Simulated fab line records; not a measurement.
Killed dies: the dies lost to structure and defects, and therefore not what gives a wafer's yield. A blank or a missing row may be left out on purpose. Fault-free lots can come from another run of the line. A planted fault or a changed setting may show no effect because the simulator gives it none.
Comparing a struck lot with a sound one -- flow nandHarc -- 14 out of 1302 route steps
Sound: wafers L340.3, L340.5, L340.6. Wafers L358.3, L358.4, L358.6 were the ones struck. Last of all comes the cause.
For every step that has rows: the tool of each side, followed by ch and its chambers, followed by its first start. Under that, the readings that differ: sound wafers -- struck wafers -- difference of the means -- sigmas: that difference in standard deviations of wafers without a fault.
alike: readings whose means differ by less than 2 such deviations, and words and numbers that are the same on both sides. not compared: withheld readings, readings that some wafer has no value for, bounds like >300 that may hide the same value, and numbers for which the record gives no deviation and whose values overlap.
The two part at a step that has a row with sigmas, a row that says differs or no value, or rows on one side only. Non-overlapping numbers with no deviation appear without sigmas and do not part them. Lack of a reading on every wafer of one side parts them only where that side has two or more wafers.

NHARC_P_M0_CMP_23: polishes, t overpolish 20 s, target thk 117.54 nm.
  sound on cmp-04 ch 1,2,3, day 6 19:08; struck on cmp-03 ch 0,1,3, day 14 08:44
  alike: motorCurrentA, timeToEndpointS
NHARC_P_M0_THK_MEAS_24: measures by xrf.
  sound on filmMetro-01, day 6 19:24; struck on filmMetro-01, day 14 08:59
  alike: thkNm
next, for these wafers, 1 step has no rows: NHARC_P_M0_SRD_25.
NHARC_P_M0_INSPECT_27:
  sound on defectInspect-01, day 6 19:33; struck on defectInspect-01, day 14 09:08
  alike: rawDefectCount
NHARC_P_M0_PRE_CLEAN_31: time 12 s.
  sound on pecvd-03 ch 1,2, day 6 19:37; struck on pecvd-04 ch 0,1, day 14 09:13
  alike: heaterPowerW, rfFwdPowerW
NHARC_P_M0_DEP_32: deposits SiCN, target thk 30 nm.
  sound on pecvd-03 ch 1,2, day 6 19:42; struck on pecvd-04 ch 0,1, day 14 09:20
  alike: heaterPowerW, rfFwdPowerW
then, 5 steps without rows for these wafers: NHARC_P_M1_DEP_00 (deposits SiOC, target thk 182.5 nm); NHARC_P_M1_DEHYDRATE_01 (time 120 s); NHARC_P_M1_HMDS_02 (time 30 s); NHARC_P_M1_COAT_34 (time 65 s); NHARC_P_M1_COAT_03 (resist thk 90 nm).
NHARC_P_M1_SOFTBAKE_04: time 55 s.
  sound on lithoTrack-04 ch 0, day 6 20:00; struck on lithoTrack-04 ch 0, day 14 10:00
reading,sound,struck,difference,sigmas
heaterPowerTotalW (W),188.39 188.42 188.50,177.37 177.56 177.44,-10.98,-84
next, for these wafers, 1 step has no rows: NHARC_P_M1_EBR_05.
NHARC_END_SORT_01:
  the record has rows for the sound wafers here (prober-02 ch 0, day 24 20:50) and none for the struck ones

== WHERE THEY PART ==
At NHARC_P_M1_SOFTBAKE_04 first; at NHARC_END_SORT_01 last (within this record only).

WHY: the cause the simulator had injected
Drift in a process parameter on lithoTrack-04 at NHARC_P_M1_SOFTBAKE_04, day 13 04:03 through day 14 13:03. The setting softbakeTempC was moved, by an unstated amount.
